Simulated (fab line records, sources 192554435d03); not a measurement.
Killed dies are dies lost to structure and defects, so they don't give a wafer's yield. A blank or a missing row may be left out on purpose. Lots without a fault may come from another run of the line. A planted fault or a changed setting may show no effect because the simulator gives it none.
Which tool did it? | flow n5_finfet | 12 lots, 35 wafers sampled, at 4 steps of a route of 1938

WHAT THE GAUGES READ, wafer by wafer
N5_BEOL_M11_INSPECT_58: inspects for defects (darkfield). Usual: raw_defect_count 71, standard deviation 22.
lot  | measured     | on                | raw_defect_count | flag
L391 | day 10 09:34 | defect_inspect-01 | 114 96 110       |
L393 | day 10 14:38 | defect_inspect-02 | 94 108 57        |
L392 | day 10 22:29 | defect_inspect-02 | 37 100           |
L395 | day 11 14:19 | defect_inspect-02 | 63 51 87         |
L394 | day 11 23:16 | defect_inspect-01 | 60 65 67         |
L404 | day 14 09:23 | defect_inspect-02 | 86 72 38         |
L407 | day 14 14:04 | defect_inspect-02 | 91 88 99         |
L406 | day 14 16:35 | defect_inspect-02 | 58 58 46         |
L408 | day 14 20:50 | defect_inspect-01 | 38 51 45         |
L411 | day 15 12:47 | defect_inspect-01 | 59 56 35         |
L412 | day 15 15:15 | defect_inspect-02 | 57 56 33         |
L410 | day 15 16:02 | defect_inspect-01 | 67 40 67         |

N5_BEOL_M12_CD_MEAS_10: target cd 140 nm. Usual: cd_nm 140.5 nm, standard deviation 2.1.
lot  | measured     | on        | cd_nm (nm)        | flag
L391 | day 10 10:11 | cd_sem-03 | 142.8 144.1 140.6 |
L393 | day 10 15:17 | cd_sem-02 | 138.0 139.4 142.4 |
L392 | day 10 22:58 | cd_sem-01 | 139.6 141.6       |
L395 | day 11 14:47 | cd_sem-02 | 139.8 137.9 137.7 |
L394 | day 11 23:45 | cd_sem-02 | 140.1 139.4 140.9 |
L404 | day 14 09:59 | cd_sem-01 | 139.5 142.4 139.2 |
L407 | day 14 14:32 | cd_sem-01 | 142.3 142.7 141.7 |
L406 | day 14 17:03 | cd_sem-01 | 137.4 137.5 139.1 |
L408 | day 14 21:19 | cd_sem-03 | 141.2 139.3 138.0 |
L411 | day 15 13:23 | cd_sem-01 | 141.5 140.2 144.7 |
L412 | day 15 15:50 | cd_sem-01 | 141.2 140.6 142.5 |
L410 | day 15 16:38 | cd_sem-01 | 137.8 138.2 139.1 |

WHICH TOOL RAN EACH LOT (tool, then ch and the chambers of the sampled wafers, then the start)
lot  | N5_BEOL_M11_ANNEAL_51            | N5_BEOL_M11_CMP_52
L391 | rtp_anneal-01 ch 0, day 10 08:42 | cmp-01 ch 1,2,3, day 10 09:05
L393 | rtp_anneal-01 ch 0, day 10 13:57 | cmp-03 ch 0,2,3, day 10 14:10
L392 | rtp_anneal-02 ch 0, day 10 21:44 | cmp-04 ch 0,2, day 10 22:09
L395 | rtp_anneal-01 ch 0, day 11 13:35 | cmp-01 ch 0,1,3, day 11 13:57
L394 | rtp_anneal-02 ch 0, day 11 22:37 | cmp-01 ch 0,1,2, day 11 22:54
L404 | rtp_anneal-02 ch 0, day 14 08:38 | cmp-03 ch 0,1,2, day 14 08:56
L407 | rtp_anneal-01 ch 0, day 14 13:24 | cmp-01 ch 1,2, day 14 13:37
L406 | rtp_anneal-01 ch 0, day 14 15:52 | cmp-01 ch 0,1, day 14 16:08
L408 | rtp_anneal-01 ch 0, day 14 20:05 | cmp-04 ch 0,1,2, day 14 20:26
L411 | rtp_anneal-02 ch 0, day 15 12:03 | cmp-04 ch 0,1,2, day 15 12:21
L412 | rtp_anneal-01 ch 0, day 15 14:31 | cmp-04 ch 0,1,3, day 15 14:53
L410 | rtp_anneal-02 ch 0, day 15 15:19 | cmp-01 ch 0,1,2, day 15 15:35
- N5_BEOL_M11_ANNEAL_51: time 90 s.
- N5_BEOL_M11_CMP_52: polishes, stops on SiCOH lowk, t overpolish 7 s, target thk 140 nm.

WHAT THE TOOLS THEMSELVES READ (means of the sampled wafers that have a number; where no wafer has one, the mark that the record gives instead)
N5_BEOL_M11_ANNEAL_51. Usual: wafer_temp_C_max 225.87, standard deviation 0.24.
lot  | tool          | wafer_temp_C_max | flag
L391 | rtp_anneal-01 | 226.08           |
L393 | rtp_anneal-01 | 226.21           |
L392 | rtp_anneal-02 | 225.57           |
L395 | rtp_anneal-01 | 226.11           |
L394 | rtp_anneal-02 | 225.88           |
L404 | rtp_anneal-02 | 225.56           |
L407 | rtp_anneal-01 | 226.13           |
L406 | rtp_anneal-01 | 226.04           |
L408 | rtp_anneal-01 | 226.15           |
L411 | rtp_anneal-02 | 225.63           |
L412 | rtp_anneal-01 | 225.70           |
L410 | rtp_anneal-02 | 225.56           |

N5_BEOL_M11_CMP_52. Usual: barrier_field_endpoint_s 28.8 s, standard deviation 0.71; clearing_platen_rpm 50.000 rpm, standard deviation 0.028; motor_current_A 6.2 A, standard deviation 0.59; overpolish_run_s 6.998 s, standard deviation 0.0092; platen_rpm 50.00 rpm, standard deviation 0.031; time_to_endpoint_s 66 s, standard deviation 3.6.
lot  | tool   | barrier_field_endpoint_s (s) | clearing_platen_rpm (rpm) | motor_current_A (A) | overpolish_run_s (s) | platen_rpm (rpm) | time_to_endpoint_s (s) | flag
L391 | cmp-01 | 28.2                         | 50.020                    | 5.9                 | 6.997                | 50.00            | 65                     |
L393 | cmp-03 | 29.8                         | 50.019                    | 6.2                 | 6.994                | 49.99            | 72                     |
L392 | cmp-04 | 29.0                         | 50.023                    | 6.5                 | 6.994                | 50.00            | 65                     |
L395 | cmp-01 | 29.1                         | 49.988                    | 5.9                 | 6.996                | 50.03            | 69                     |
L394 | cmp-01 | 28.7                         | 49.991                    | 6.0                 | 6.996                | 50.01            | 64                     |
L404 | cmp-03 | 28.8                         | 50.005                    | 6.0                 | 7.006                | 49.34            | 69                     | OFF
L407 | cmp-01 | 28.8                         | 49.989                    | 6.0                 | 7.006                | 50.01            | 68                     |
L406 | cmp-01 | 29.6                         | 49.978                    | 5.8                 | 6.994                | 50.01            | 67                     |
L408 | cmp-04 | 28.3                         | 50.003                    | 6.4                 | 6.997                | 50.01            | 62                     |
L411 | cmp-04 | 27.9                         | 49.998                    | 6.6                 | 6.997                | 50.02            | 62                     |
L412 | cmp-04 | 28.3                         | 50.000                    | 6.3                 | 6.990                | 49.97            | 61                     |
L410 | cmp-01 | 29.2                         | 49.995                    | 5.8                 | 6.995                | 50.01            | 69                     |

THE ANSWER, worked out from the rows above alone
Rule: a lot is off if the mean of its wafers that have a number lies more than 3 standard deviations from the usual mean. A lot without any number at a reading at which 4 lots or more have one is off too. The other lots that the step has rows for count as sound. The gauges are gone through in route order, then the tools' own readings, and for those a lot's mean is taken as printed above. The first step at which some lot is off is used, and at that step the reading that is off furthest; a lot without a number counts as furthest.
Off: L404, at N5_BEOL_M11_CMP_52 (platen_rpm).
A tool fits if, at that step or a process step before it, it ran every lot that is off, and no sound lot after the first of them. One fits: cmp-03 at N5_BEOL_M11_CMP_52. Its last sound lot is L393 (day 10 14:10), its first lot that is off L404 (day 14 08:56): a fault that began between those two fits.
The tool's own readings at N5_BEOL_M11_CMP_52 bear it out: on the lots that are off they differ by more than 5 times the standard deviation of the sound lots' means. platen_rpm reads 49.34 rpm there against 50.01 rpm on the sound lots.

WHAT THE SIMULATOR HAD PUT IN
Process parameter drift: cmp-03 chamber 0, from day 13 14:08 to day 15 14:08, at N5_BEOL_M11_CMP_52. Setting platen_rpm, moved by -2, from 50. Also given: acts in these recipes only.
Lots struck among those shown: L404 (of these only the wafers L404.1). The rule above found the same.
